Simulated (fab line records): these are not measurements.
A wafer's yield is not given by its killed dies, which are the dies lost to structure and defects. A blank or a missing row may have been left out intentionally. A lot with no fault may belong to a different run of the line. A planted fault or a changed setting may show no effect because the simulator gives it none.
fab line records + flow nand_harc
record
- lots=13
- wafers=39
- last_day=33
route steps=1302 shown P_BONDPAD@377 A_BONDPAD@1225 THIN_TSV@1245 END@1302
lots with no fault: from the same line, run without faults
start_h: hours from the record's opening day to when the first of the lot's shown wafers began + wait_h: how many hours have passed since the lot's step before this one + " as in the row above + L1.1+2: a single row standing in for several wafers + - no value, or no start given + * or withheld: withheld + < > ~ a bound
route shown NAME@n: a module of which the file shows steps, and the number in the route of the first + usual: mean/standard deviation of fault-free wafers + same: alike in all rows + chamber/n: place in a boat + sites: per-site readings + _std_site: the values' standard deviation + _edge_site: outer sites' mean less inner sites' + radius_mm: for every site, how far away it sits from the centre of the wafer + mask NAME#n: copy n + behind: tool/chamber where the wafer was last shaped + hold: reason for holding the lot/hours on hold/outcome of the hold + device: the transistor (n, p or np) that didn't switch + end of line: the route-end tests of the same wafers + a step given without rows: its recipe and nothing more + killed: dies lost to structure and defects at the first sort, not the wafer's yield + map: a wafer's dies, x killed, . not, _ none there
set.NAME: setting as actually run; set.NAME@STEP: the setting as run at that earlier step + model.NAME: the simulator's own value behind a step, which no gauge read
one table for each step of the route and one row for each wafer, over a sample of lots
services: the hour from which a tool's chamber was out of use, counted from the record's first day as start_h (under 0 if before that day), plus the number of hours and why
## steps
# step NHARC_P_BONDPAD_PVD_27
# recipe
- target_thk_a=300
- chamber_pressure_pa=5
- power_w=5000
- substrate_temp_c=30
- time_s=20.49
- material=Cu
# usual
- throttle_valve_pct=29.8/0.82
| lot.wafer | tool           | chamber | start_h | wait_h | throttle_valve_pct |
|-----------|----------------|---------|---------|--------|--------------------|
| L963.3    | pvd_sputter-01 | -       | 140.11  | -      | 30.4               |
| L963.4    | "              | -       | "       | "      | 30.7               |
| L963.1    | "              | -       | "       | "      | 28.1               |
| L965.3    | pvd_sputter-02 | -       | 163.49  | -      | 29.4               |
| L965.2    | "              | -       | "       | "      | 29.8               |
| L965.5    | "              | -       | "       | "      | 30.6               |
| L966.2    | pvd_sputter-01 | -       | 167.72  | -      | 29.7               |
| L966.6    | "              | -       | "       | "      | 28.0               |
| L966.5    | "              | -       | "       | "      | 29.9               |
| L967.2    | pvd_sputter-03 | -       | 196.85  | -      | 30.9               |
| L967.3    | "              | -       | "       | "      | 28.2               |
| L967.6    | "              | -       | "       | "      | 29.9               |
| L969.2    | pvd_sputter-02 | -       | 205.13  | -      | 29.6               |
| L969.1    | "              | -       | "       | "      | 30.8               |
| L969.6    | "              | -       | "       | "      | 29.8               |
| L970.3    | pvd_sputter-01 | -       | 218.98  | -      | 29.8               |
| L970.1    | "              | -       | "       | "      | 30.7               |
| L970.6    | "              | -       | "       | "      | 28.3               |
| L978.3    | pvd_sputter-03 | -       | 283.90  | -      | 28.5               |
| L978.1    | "              | -       | "       | "      | 30.7               |
| L978.2    | "              | -       | "       | "      | 29.5               |
| L979.1    | pvd_sputter-01 | -       | 289.48  | -      | 28.7               |
| L979.6    | "              | -       | "       | "      | 30.7               |
| L979.5    | "              | -       | "       | "      | 28.7               |
| L980.2    | pvd_sputter-01 | -       | 301.98  | -      | 29.5               |
| L980.5    | "              | -       | "       | "      | 29.6               |
| L980.6    | "              | -       | "       | "      | 30.3               |
| L981.2    | pvd_sputter-01 | -       | 318.34  | -      | 28.9               |
| L981.4    | "              | -       | "       | "      | 29.4               |
| L981.3    | "              | -       | "       | "      | 30.4               |
| L982.1    | pvd_sputter-01 | -       | 322.43  | -      | 30.2               |
| L982.2    | "              | -       | "       | "      | 29.5               |
| L982.5    | "              | -       | "       | "      | 30.3               |
| L984.2    | pvd_sputter-01 | -       | 356.66  | -      | 30.8               |
| L984.3    | "              | -       | "       | "      | 28.8               |
| L984.1    | "              | -       | "       | "      | 29.4               |
| L986.2    | pvd_sputter-01 | -       | 367.77  | -      | 29.8               |
| L986.4    | "              | -       | "       | "      | 28.9               |
| L986.6    | "              | -       | "       | "      | 29.8               |
# step NHARC_A_BONDPAD_DEGAS_25
# recipe
- temp_c=300
- time_s=60
# usual
- heater_power_w=446/45
- susceptor_temp_C=300.02/0.18
| lot.wafer | tool           | chamber | start_h | wait_h | heater_power_w | susceptor_temp_C |
|-----------|----------------|---------|---------|--------|----------------|------------------|
| L963.3    | pvd_sputter-03 | -       | 557.41  | -      | 550            | 299.80           |
| L963.1    | "              | -       | "       | "      | 430            | 299.87           |
| L963.4    | "              | -       | "       | "      | 498            | 300.06           |
| L966.2    | pvd_sputter-01 | -       | 573.52  | -      | 451            | 299.93           |
| L966.6    | "              | -       | "       | "      | 439            | 300.16           |
| L966.5    | "              | -       | "       | "      | 441            | 299.91           |
| L965.2    | pvd_sputter-03 | -       | 580.56  | -      | 420            | 300.27           |
| L965.3    | "              | -       | "       | "      | 405            | 299.60           |
| L965.5    | "              | -       | "       | "      | 509            | 299.81           |
| L967.2    | pvd_sputter-03 | -       | 598.68  | -      | 556            | 300.00           |
| L967.3    | "              | -       | "       | "      | 498            | 299.87           |
| L967.6    | "              | -       | "       | "      | 432            | 300.20           |
| L969.1    | pvd_sputter-01 | -       | 599.79  | -      | 449            | 300.06           |
| L969.2    | "              | -       | "       | "      | 459            | 300.17           |
| L969.6    | "              | -       | "       | "      | 463            | 300.09           |
| L970.1    | pvd_sputter-01 | -       | 620.19  | -      | 445            | 300.08           |
| L970.3    | "              | -       | "       | "      | 469            | 299.82           |
| L970.6    | "              | -       | "       | "      | 463            | 300.03           |
| L978.1    | pvd_sputter-02 | -       | 684.65  | -      | 380            | 299.95           |
| L978.2    | "              | -       | "       | "      | 418            | 299.88           |
| L978.3    | "              | -       | "       | "      | 403            | 299.81           |
| L979.1    | pvd_sputter-03 | -       | 706.29  | -      | 503            | 299.87           |
| L979.5    | "              | -       | "       | "      | 432            | 299.93           |
| L979.6    | "              | -       | "       | "      | 487            | 299.99           |
| L982.1    | pvd_sputter-02 | -       | 721.40  | -      | 409            | 300.05           |
| L982.2    | "              | -       | "       | "      | 427            | 299.91           |
| L982.5    | "              | -       | "       | "      | 411            | 299.76           |
| L980.2    | pvd_sputter-01 | -       | 723.71  | -      | 447            | -                |
| L980.6    | "              | -       | "       | "      | 462            | -                |
| L980.5    | "              | -       | "       | "      | 463            | -                |
| L981.4    | pvd_sputter-02 | -       | 727.05  | -      | 442            | 300.05           |
| L981.2    | "              | -       | "       | "      | 418            | 300.27           |
| L981.3    | "              | -       | "       | "      | 383            | 300.18           |
| L984.3    | pvd_sputter-01 | -       | 744.75  | -      | 471            | 299.87           |
| L984.2    | "              | -       | "       | "      | 454            | 300.26           |
| L984.1    | "              | -       | "       | "      | 448            | 300.41           |
| L986.2    | pvd_sputter-02 | -       | 769.24  | -      | 375            | 299.86           |
| L986.4    | "              | -       | "       | "      | 420            | 299.90           |
| L986.6    | "              | -       | "       | "      | 450            | 300.41           |
# step NHARC_THIN_TSV_CMP_01
# recipe
- target_thk_um=3
# usual
- motor_current_A=12.0/1.1
| lot.wafer | tool   | chamber | start_h | wait_h | motor_current_A |
|-----------|--------|---------|---------|--------|-----------------|
| L963.4    | cmp-02 | 0       | 570.89  | 0.4    | 11.8            |
| L963.3    | "      | 1       | "       | "      | 12.3            |
| L963.1    | "      | 2       | "       | "      | 10.3            |
| L966.2    | cmp-02 | 2       | 588.33  | 0.9    | 10.7            |
| L966.5    | "      | 0       | "       | "      | 12.5            |
| L966.6    | "      | 1       | "       | "      | 13.0            |
| L965.3    | cmp-02 | 1       | 593.98  | 0.7    | 12.1            |
| L965.2    | "      | 3       | "       | "      | 12.7            |
| L965.5    | "      | 0       | "       | "      | 11.5            |
| L969.2    | cmp-03 | 0       | 613.50  | 0.9    | 15.1            |
| L969.1    | "      | 1       | "       | "      | 11.3            |
| L969.6    | "      | 2       | "       | "      | 12.7            |
| L967.3    | cmp-01 | 0       | 614.65  | 0.6    | 12.3            |
| L967.2    | "      | 2       | "       | "      | 10.7            |
| L967.6    | "      | 0       | "       | "      | 12.9            |
| L970.3    | cmp-01 | 0       | 632.78  | 0.6    | 12.8            |
| L970.1    | "      | 3       | "       | "      | 11.9            |
| L970.6    | "      | 0       | "       | "      | 12.9            |
| L978.2    | cmp-02 | 1       | 697.41  | 0.8    | 13.1            |
| L978.3    | "      | 2       | "       | "      | 10.0            |
| L978.1    | "      | 0       | "       | "      | 11.2            |
| L979.1    | cmp-02 | 3       | 721.55  | 1.1    | 12.7            |
| L979.6    | "      | 1       | "       | "      | 12.7            |
| L979.5    | "      | 2       | "       | "      | 10.4            |
| L982.2    | cmp-02 | 2       | 734.03  | 0.9    | 10.1            |
| L982.1    | "      | 0       | "       | "      | 11.5            |
| L982.5    | "      | 2       | "       | "      | 9.9             |
| L980.2    | cmp-02 | 3       | 735.26  | 0.9    | 11.7            |
| L980.5    | "      | 0       | "       | "      | 11.2            |
| L980.6    | "      | 1       | "       | "      | 12.7            |
| L981.2    | cmp-02 | 0       | 745.24  | 0.8    | 10.9            |
| L981.4    | "      | 2       | "       | "      | 10.4            |
| L981.3    | "      | 3       | "       | "      | 12.6            |
| L984.3    | cmp-01 | 3       | 759.01  | 0.6    | 11.9            |
| L984.1    | "      | 0       | "       | "      | 12.6            |
| L984.2    | "      | 1       | "       | "      | 12.7            |
| L986.2    | cmp-01 | 0       | 780.92  | 0.9    | 13.3            |
| L986.4    | "      | 1       | "       | "      | 13.2            |
| L986.6    | "      | 3       | "       | "      | 12.3            |
# step NHARC_THIN_TSV_PVD_19
# recipe
- target_thk_a=200
- chamber_pressure_pa=5
- material=TaN
# usual
- throttle_valve_pct=29.9/0.94
| lot.wafer | tool           | chamber | start_h | wait_h | throttle_valve_pct |
|-----------|----------------|---------|---------|--------|--------------------|
| L963.1    | pvd_sputter-02 | -       | -       | -      | 29.3               |
| L963.4    | "              | -       | "       | "      | 30.6               |
| L963.3    | "              | -       | "       | "      | 31.0               |
| L966.2    | pvd_sputter-03 | -       | -       | -      | 30.2               |
| L966.6    | "              | -       | "       | "      | 29.4               |
| L966.5    | "              | -       | "       | "      | 28.5               |
| L965.3    | pvd_sputter-02 | -       | -       | -      | 31.0               |
| L965.2    | "              | -       | "       | "      | 29.5               |
| L965.5    | "              | -       | "       | "      | 31.0               |
| L969.1    | pvd_sputter-03 | -       | -       | -      | 29.5               |
| L969.2    | "              | -       | "       | "      | 30.3               |
| L969.6    | "              | -       | "       | "      | 29.7               |
| L967.3    | pvd_sputter-02 | -       | -       | -      | 31.1               |
| L967.2    | "              | -       | "       | "      | 29.3               |
| L967.6    | "              | -       | "       | "      | 30.3               |
| L970.1    | pvd_sputter-03 | -       | -       | -      | 30.6               |
| L970.3    | "              | -       | "       | "      | 29.6               |
| L970.6    | "              | -       | "       | "      | 31.0               |
| L978.1    | pvd_sputter-02 | -       | -       | -      | 30.4               |
| L978.3    | "              | -       | "       | "      | 29.2               |
| L978.2    | "              | -       | "       | "      | 31.2               |
| L979.1    | pvd_sputter-01 | -       | -       | -      | 29.2               |
| L979.5    | "              | -       | "       | "      | 29.6               |
| L979.6    | "              | -       | "       | "      | 31.3               |
| L982.2    | pvd_sputter-01 | -       | -       | -      | 27.9               |
| L982.1    | "              | -       | "       | "      | 29.4               |
| L982.5    | "              | -       | "       | "      | 27.8               |
| L980.2    | pvd_sputter-01 | -       | -       | -      | 29.4               |
| L980.6    | "              | -       | "       | "      | 29.7               |
| L980.5    | "              | -       | "       | "      | 31.3               |
| L981.4    | pvd_sputter-03 | -       | -       | -      | 28.7               |
| L981.2    | "              | -       | "       | "      | 30.0               |
| L981.3    | "              | -       | "       | "      | 31.0               |
| L984.2    | pvd_sputter-02 | -       | -       | -      | 30.1               |
| L984.3    | "              | -       | "       | "      | 31.3               |
| L984.1    | "              | -       | "       | "      | 30.3               |
| L986.2    | pvd_sputter-03 | -       | -       | -      | 29.7               |
| L986.4    | "              | -       | "       | "      | 30.8               |
| L986.6    | "              | -       | "       | "      | 29.0               |
# step NHARC_END_SORT_01
# recipe
- temp_c=25
# usual
- defect_limited_yield=92.0/2.6
- killed_at_array=49/18
- killed_at_other=0.8/1
- killed_at_periphery=4.2/2.8
- killed_dies=54/18
- killed_open=3.0/1.7
- killed_short=2.5/1.6
- sort_bin_2_pct=2.8/1.2
- sort_bin_3_pct=0.6/0.37
- sort_bin_4_pct=4.6/1.5
- sort_n_pass=623/18
- sort_rim_yield_pct=92/4.2
- sort_yield_pct=92.0/2.6
# same
- gross_dies=677
- sort_bin_5_pct[%]=0
- sort_bin_6_pct[%]=0
- sort_bin_7_pct[%]=0
- sort_bin_8_pct[%]=0
- sort_rim_n_gross=106.00
| lot.wafer | tool      | chamber | start_h | wait_h | defect_limited_yield[%] | killed_at_array | killed_at_other | killed_at_periphery | killed_dies | killed_open | killed_short | sort_bin_2_pct[%] | sort_bin_3_pct[%] | sort_bin_4_pct[%] | sort_n_pass | sort_rim_yield_pct[%] | sort_yield_pct[%] |
|-----------|-----------|---------|---------|--------|-------------------------|-----------------|-----------------|---------------------|-------------|-------------|--------------|-------------------|-------------------|-------------------|-------------|-----------------------|-------------------|
| L969.1    | prober-01 | 0       | 632.32  | 2.5    | 93.2                    | 43              | 2               | 1                   | 46          | 5           | 4            | 1.9               | 0.4               | 4.4               | 631         | 92                    | 93.2              |
| L969.2    | prober-01 | 0       | 633.12  | 2.8    | 93.9                    | 38              | 0               | 3                   | 41          | 4           | 5            | 2.7               | 0.6               | 2.8               | 636         | 89                    | 93.9              |
| L969.6    | prober-01 | 0       | 636.33  | 4.0    | 94.2                    | 34              | 2               | 3                   | 39          | 3           | 3            | 2.2               | 0.7               | 2.8               | 638         | 92                    | 94.2              |
| L970.1    | prober-01 | 0       | 647.63  | 2.6    | 92.3                    | 46              | 3               | 3                   | 52          | 3           | 2            | 3.5               | 0.9               | 3.2               | 625         | 99                    | 92.3              |
| L970.3    | prober-01 | 0       | 649.23  | 3.1    | 90.3                    | 61              | 2               | 3                   | 66          | 4           | 5            | 3.7               | 1.3               | 4.7               | 611         | 92                    | 90.3              |
| L970.6    | prober-01 | 0       | 651.63  | 4.0    | 82.6                    | 54              | 2               | 62                  | 118         | 3           | 3            | 6.8               | 3.5               | 7.1               | 559         | 80                    | 82.6              |
| L979.6    | prober-01 | 0       | 743.86  | 4.0    | 86.9                    | 80              | 0               | 9                   | 89          | 4           | 2            | 5.0               | 0.7               | 7.4               | 588         | 94                    | 86.9              |
| L982.1    | prober-02 | 0       | 750.11  | 2.5    | 94.2                    | 33              | 0               | 6                   | 39          | 2           | 5            | 2.1               | 0                 | 3.7               | 638         | 92                    | 94.2              |
| L982.2    | prober-02 | 0       | 750.90  | 2.8    | 94.7                    | 29              | 0               | 7                   | 36          | 3           | 0            | 1.6               | 0.1               | 3.5               | 641         | 97                    | 94.7              |
| L982.5    | prober-02 | 0       | 753.29  | 3.7    | 94.7                    | 27              | 2               | 7                   | 36          | 2           | 2            | 1.9               | 0.1               | 3.2               | 641         | 96                    | 94.7              |
| L980.5    | prober-01 | 0       | 753.35  | 3.7    | 92.8                    | 42              | 0               | 7                   | 49          | 2           | 3            | 2.8               | 0.6               | 3.8               | 628         | 88                    | 92.8              |
| L981.2    | prober-01 | 0       | 762.58  | 2.8    | 92.8                    | 40              | 0               | 9                   | 49          | 5           | 2            | 2.4               | 0.3               | 4.6               | 628         | 85                    | 92.8              |
| L981.3    | prober-01 | 0       | 763.38  | 3.1    | 91.7                    | 51              | 1               | 4                   | 56          | 5           | 1            | 3.8               | 0.9               | 3.5               | 621         | 92                    | 91.7              |
| L981.4    | prober-01 | 0       | 764.18  | 3.4    | 92.2                    | 45              | 0               | 8                   | 53          | 4           | 3            | 2.1               | 0.6               | 5.2               | 624         | 86                    | 92.2              |
# killed by level:class
L969.1 A_SLIT:chamber_film_flake=23 A_CHANNEL_HOLE_D2:chamber_film_flake=6 A_CHANNEL_HOLE_D1:chamber_film_flake=3 A_CONTACT:chamber_film_flake=3 A_CHANNEL_FILL_D1:geometric_particle:open=2 THIN_TSV:chamber_film_flake=2 P_M1:geometric_particle:open=1 A_ONON_D1:geometric_particle:short=1
L969.2 A_SLIT:chamber_film_flake=18 A_CHANNEL_HOLE_D2:chamber_film_flake=10 A_CHANNEL_FILL_D1:geometric_particle:short=2 A_CONTACT:chamber_film_flake=2 P_CONTACT:geometric_particle:open=1 P_M0:geometric_particle:open=1 A_SOURCE_PLATE:geometric_particle:short=1 A_ONON_D1:geometric_particle:short=1
L969.6 A_CHANNEL_HOLE_D2:chamber_film_flake=14 A_SLIT:chamber_film_flake=10 A_WL_FILL:chamber_film_flake=2 THIN_TSV:chamber_film_flake=2 P_CONTACT:geometric_particle:open=1 P_CONTACT:geometric_particle:short=1 A_ONON_D1:geometric_particle:open=1 A_SGD_CUT:geometric_particle:short=1
L970.1 A_SLIT:chamber_film_flake=29 A_CHANNEL_HOLE_D2:chamber_film_flake=7 A_CHANNEL_HOLE_D1:chamber_film_flake=3 A_WL_FILL:chamber_film_flake=3 THIN_TSV:chamber_film_flake=3 P_GATE:geometric_particle:open=1 P_M2:geometric_particle:short=1 A_BLC:geometric_particle:open=1
L970.3 A_SLIT:chamber_film_flake=35 A_CHANNEL_HOLE_D2:chamber_film_flake=11 P_CONTACT:geometric_particle:short=2 A_WL_FILL:geometric_particle:short=2 A_STAIRCASE:chamber_film_flake=2 A_WL_FILL:chamber_film_flake=2 A_BONDPAD:chamber_film_flake=2 THIN_TSV:chamber_film_flake=2
L970.6 P_BONDPAD:unspecified=59 A_SLIT:chamber_film_flake=29 A_CHANNEL_HOLE_D2:chamber_film_flake=11 A_ZERO_WELL:chamber_film_flake=2 THIN_TSV:chamber_film_flake=2 A_STAIRCASE:chamber_film_flake=2 A_WL_FILL:chamber_film_flake=2 P_ZERO_WELL:geometric_particle:open=1
L979.6 A_CHANNEL_HOLE_D1:chamber_film_flake=40 A_CHANNEL_HOLE_D2:chamber_film_flake=23 A_STAIRCASE:chamber_film_flake=5 P_M1:chamber_film_flake=4 A_CONTACT:chamber_film_flake=4 A_SLIT:chamber_film_flake=2 P_CONTACT:chamber_film_flake=2 P_CONTACT:geometric_particle:open=1
L982.1 A_CHANNEL_HOLE_D1:chamber_film_flake=8 A_SLIT:chamber_film_flake=6 A_ZERO_WELL:chamber_film_flake=3 A_STAIRCASE:chamber_film_flake=3 A_CONTACT:chamber_film_flake=3 A_CHANNEL_HOLE_D2:chamber_film_flake=2 P_M0:geometric_particle:open=1 P_M1:geometric_particle:short=1
L982.2 A_CHANNEL_HOLE_D1:chamber_film_flake=10 A_SLIT:chamber_film_flake=8 A_ZERO_WELL:chamber_film_flake=3 A_CONTACT:chamber_film_flake=3 A_CONTACT:geometric_particle:open=2 P_ZERO_WELL:chamber_film_flake=2 P_STI:chamber_film_flake=2 P_BONDPAD:chamber_film_flake=2
L982.5 A_CHANNEL_HOLE_D1:chamber_film_flake=10 A_CONTACT:chamber_film_flake=5 A_STAIRCASE:chamber_film_flake=4 P_ZERO_WELL:chamber_film_flake=3 A_SLIT:chamber_film_flake=3 P_GATE:chamber_film_flake=2 A_CHANNEL_FILL_D2:chamber_film_flake=2 P_STI:geometric_particle:open=1
L980.5 A_SLIT:chamber_film_flake=21 A_STAIRCASE:chamber_film_flake=6 A_CONTACT:chamber_film_flake=5 A_CHANNEL_HOLE_D1:chamber_film_flake=3 A_CHANNEL_HOLE_D2:chamber_film_flake=2 P_GATE:geometric_particle:open=1 P_GATE:geometric_particle:short=1 P_CONTACT:geometric_particle:short=1
L981.2 A_CHANNEL_HOLE_D1:chamber_film_flake=19 A_SLIT:chamber_film_flake=9 P_BONDPAD:chamber_film_flake=5 A_STAIRCASE:chamber_film_flake=4 A_CONTACT:chamber_film_flake=3 P_GATE:chamber_film_flake=2 P_GATE:geometric_particle:open=1 P_M0:geometric_particle:open=1
L981.3 A_CHANNEL_HOLE_D1:chamber_film_flake=32 A_SLIT:chamber_film_flake=8 A_CONTACT:chamber_film_flake=3 A_STAIRCASE:chamber_film_flake=2 P_CONTACT:geometric_particle:open=1 P_M0:geometric_particle:open=1 A_CHANNEL_FILL_D1:geometric_particle:open=1 A_CHANNEL_FILL_D1:geometric_particle:short=1
L981.4 A_CHANNEL_HOLE_D1:chamber_film_flake=19 A_SLIT:chamber_film_flake=10 A_STAIRCASE:chamber_film_flake=7 P_BONDPAD:chamber_film_flake=4 A_CONTACT:chamber_film_flake=3 P_CONTACT:geometric_particle:short=1 P_CONTACT:geometric_particle:open=1 A_ONON_D2:geometric_particle:open=1
## services
| tool           | chamber | start_h | hours | kind   |
|----------------|---------|---------|-------|--------|
| cmp-02         | -       | 134.65  | 4.0   | pm     |
| pvd_sputter-01 | -       | 157.41  | 1.7   | repair |
| pvd_sputter-03 | -       | 173.99  | 10.0  | pm     |
| pvd_sputter-02 | -       | 175.04  | 1.8   | repair |
| cmp-02         | -       | 183.41  | 4.4   | repair |
| pvd_sputter-01 | -       | 229.43  | 10.0  | pm     |
| pvd_sputter-02 | -       | 282.05  | 10.0  | pm     |
| pvd_sputter-02 | -       | 333.77  | 1.0   | repair |
| pvd_sputter-03 | -       | 352.02  | 10.0  | pm     |
| pvd_sputter-02 | -       | 356.87  | 59.6  | repair |
| pvd_sputter-03 | -       | 401.12  | 1.3   | repair |
| pvd_sputter-03 | -       | 403.01  | 1.2   | repair |
| pvd_sputter-01 | -       | 407.43  | 10.0  | pm     |
| pvd_sputter-02 | -       | 460.05  | 10.0  | pm     |
| pvd_sputter-03 | -       | 530.02  | 10.0  | pm     |
| pvd_sputter-02 | -       | 638.05  | 10.0  | pm     |
| pvd_sputter-03 | -       | 679.26  | 5.5   | repair |
| pvd_sputter-02 | -       | 686.92  | 1.7   | repair |
| pvd_sputter-02 | -       | 700.62  | 1.2   | repair |
| pvd_sputter-02 | -       | 703.01  | 8.1   | repair |
| pvd_sputter-03 | -       | 708.02  | 10.0  | pm     |
| pvd_sputter-02 | -       | 723.86  | 1.9   | repair |
| pvd_sputter-01 | -       | 746.03  | 10.0  | repair |
| pvd_sputter-01 | -       | 763.45  | 10.0  | pm     |
## key
first_sign
- step=NHARC_END_SORT_01
- reading=killed_at_periphery
- direction=up
- sigmas=21
- usual=4.2
- struck=62
effect
- step=NHARC_END_SORT_01
- reading=defect_limited_yield
- direction=down
- sigmas=3.6
- usual=92.0
- struck=82.6
more_kills_born_at
- NHARC_P_BONDPAD_PVD_27@pvd_sputter-01=59
met_at NHARC_P_BONDPAD_PVD_27
struck_lots L970
struck_wafers L970.6
not_acting_at NHARC_A_BONDPAD_DEGAS_25,NHARC_THIN_TSV_CMP_01,NHARC_THIN_TSV_PVD_19
onset_between 167.72 218.98
fault
- kind=chamber_particle_source
- tool=pvd_sputter-01
- chamber=-
- onset_h=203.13
- steps=NHARC_P_BONDPAD_PVD_27
- rate_per_visit_cm2=0.74277
- end_h=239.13
- scope=struck_wafers_only
